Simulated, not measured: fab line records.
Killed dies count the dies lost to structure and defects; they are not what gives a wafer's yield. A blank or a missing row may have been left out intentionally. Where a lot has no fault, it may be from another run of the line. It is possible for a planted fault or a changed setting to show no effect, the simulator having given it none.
A struck lot beside a sound one | flow n5 finfet | 20 out of 1938 route steps
Sound: these wafers, L824.1, L824.5, L824.6. Struck: wafer L838.3; the same lot's L838.4 was not struck, so it is left out; see the end for the cause.
At each step with rows: each side's tool, then ch and its chambers, then its first start. Under that, the readings that differ: sound wafers | struck wafers | difference of the means | sigmas: that difference in standard deviations of wafers without a fault.
alike: words and numbers the same on both sides, and readings whose means are apart by under 2 such deviations; not compared: readings that were withheld, readings missing a value for some wafer, numbers with overlapping values and no deviation given by the record, and bounds like >300 which may hide the same value.
Wherever a step has rows on one side only, a row that says differs or no value, or a row with sigmas, the two part there. Non-overlapping numbers with no deviation appear without sigmas and do not part them. A reading that every wafer of one side lacks parts them only if that side has two wafers or more.

first, 2 steps without rows for these wafers: N5_FIN_CUT_PEB_06 (peb time 60 s); N5_FIN_CUT_DEVELOP_07 (develop time 30 s).
N5_FIN_CUT_CD_MEAS_08 targets a cd of 29.1 nm.
  sound on cd sem-03 ch 0, day 3 21:07; struck on cd sem-01 ch 0, day 7 10:11
  reading    | sound             | struck | difference | sigmas
  cd nm (nm) | 29.10 28.94 28.95 | 29.55  | +0.55      | +2
N5_FIN_CUT_OVL_MEAS_09:
  sound on overlay-02 ch 0, day 3 21:08; struck on overlay-02 ch 0, day 7 10:13
  alike: FIN_CUT_OVL
N5_FIN_CUT_INSPECT_10: inspects for defects (brightfield).
  sound on defect inspect-01 at day 3 21:12; struck on defect inspect-02 at day 7 10:16
  alike: raw defect count
N5_FIN_CUT_DESCUM_13: chemistry O2, time 7 s.
  sound on rie diel-02 ch 0,1,2, day 3 21:14; struck on rie diel-06 ch 0, day 7 10:18
  alike: drypump motor current A, oes product au, rf vpp V, showerhead plenum p Torr, throttle valve pct
  not compared: rf hours counter h
N5_FIN_CUT_ETCH_30: etches underlayer in N2/H2, target depth 13 nm, time 10.4 s.
  sound on rie diel-02 ch 0,1,2, day 3 21:16; struck on rie diel-06 ch 0, day 7 10:20
  alike: drypump motor current A, etch rf on time s, oes product au, rf vpp V, showerhead plenum p Torr, throttle valve pct
  not compared: rf hours counter h
then, 4 steps without rows for these wafers: N5_FIN_CUT_ETCH_20 (etches SiARC in CF4, target depth 26 nm, time 43.3 s); N5_FIN_CUT_ETCH_21 (etches SOC in N2/H2, target depth 219 nm, overetch 43.8 nm, time 523.5 s); N5_FIN_CUT_STRIP_23 (strips in N2/H2); N5_FIN_CUT_STRIP_31 (strips in N2/H2).
N5_FIN_CUT_STRIP_24: strips in CF4.
  sound on rie diel-02 ch 0,1,2, day 3 21:39; struck on rie diel-06 ch 0, day 7 10:43
  alike: drypump motor current A, oes product au, rf vpp V, showerhead plenum p Torr, throttle valve pct
  not compared: rf hours counter h
N5_FIN_CUT_CUT_ETCH_26: etches SiNx in CH3F/O2, target depth 39 nm, time 55.7 s.
  sound on rie diel-02 ch 0,1,2, day 3 21:40; struck on rie diel-06 ch 0, day 7 10:44
  reading                                  | sound             | struck | difference | sigmas
  model.etch.depth nm (nm)                 | 38.77 39.24 39.44 | 53.24  | +14.09     |
  model.SOC_of_FIN_CUT_COAT_18.thk nm (nm) | 212.2 211.8 211.6 | 204.6  | -7.3       |
  alike: O2_flow_sccm, drypump motor current A, oes_ar_750_au, oes product au, rf vpp V, showerhead plenum p Torr, throttle valve pct
  not compared: rf hours counter h
then, 1 step without rows for these wafers: N5_FIN_CUT_CUT_ETCH_27 (etches SiO2 in CHF3/O2, target depth 4 nm, overetch 2 nm, time 4.9 s).
N5_FIN_CUT_PRECLEAN_35: cleans in vHF, time 13.3 s.
  sound on vapor etch-02 ch 0,1, day 3 21:47; struck on vapor etch-01 ch 1, day 7 10:52
  alike: drypump motor current A
then, 1 step without rows for these wafers: N5_FIN_CUT_CUT_ETCH_15 (etches Si in HBr/Cl2/O2, target depth 100 nm, bt time 10 s, time 42.4 s).
N5_FIN_CUT_CUT_ETCH_28: etches Si in HBr/Cl2/O2, target depth 6 nm, time 2.4 s.
  sound on rie si-01 ch 0,2,3, day 3 21:56; struck on rie si-06 ch 0, day 7 10:59
  reading                                  | sound             | struck | difference | sigmas
  model.SOC_of_FIN_CUT_COAT_18.thk nm (nm) | 168.4 168.6 168.8 | 162    | -7         |
  alike: O2_flow_sccm, drypump motor current A, oes product au, throttle valve pct
  not compared: rf hours counter h
N5_FIN_CUT_STRIP_22: strips in N2/H2.
  sound on rie diel-06 ch 0,1,3, day 3 21:59; struck on rie diel-06 ch 2, day 7 11:04
  alike: drypump motor current A, oes product au, rf vpp V, showerhead plenum p Torr, throttle valve pct
  not compared: rf hours counter h
-- a jump in the record: the struck wafers' starts before and after are 5 days apart (it breaks off in module FIN_CUT and resumes in module BEOL_M4, where the first step shown is number 1111 of the route) --
N5_BEOL_M4_RC_MEAS_101:
  sound on prober-01 ch 0, day 9 19:44; struck on prober-02 ch 0, day 12 20:55
  reading   | sound                | struck | difference | sigmas
  VT_P (mV) | -254.8 -253.9 -252.3 | -247.7 | +6.0       | +2
  alike: DIBL_N, DIBL_P, IOFF_N, IOFF_P, ION_N, ION_P, SS_N, SS_P, VT_N
-- the record jumps here: 4 days lie between the struck wafers' starts before and after (it left off in module BEOL_M4 and takes up again in module PASSIVATION, whose first step shown is number 1936 of the route) --
N5_PASSIVATION_PROBE_49:
  sound on prober-01 at day 13 20:58; struck on prober-01 at day 17 05:13
  reading         | sound    | struck | difference | sigmas
  killed_at_M4_up | 28 23 21 | 12     | -12        | -2
  alike: defect limited yield, killed_at_M0_to_M3, killed at contacts, killed at front end, killed at other, killed dies, killed open, killed short, sort_bin_5_function, sort_bin_6_memory, sort n pass, sort yield pct

WHERE THEY PART
First at N5_FIN_CUT_CD_MEAS_08; last, within this record, at N5_PASSIVATION_PROBE_49.

WHY: what the simulator had put in
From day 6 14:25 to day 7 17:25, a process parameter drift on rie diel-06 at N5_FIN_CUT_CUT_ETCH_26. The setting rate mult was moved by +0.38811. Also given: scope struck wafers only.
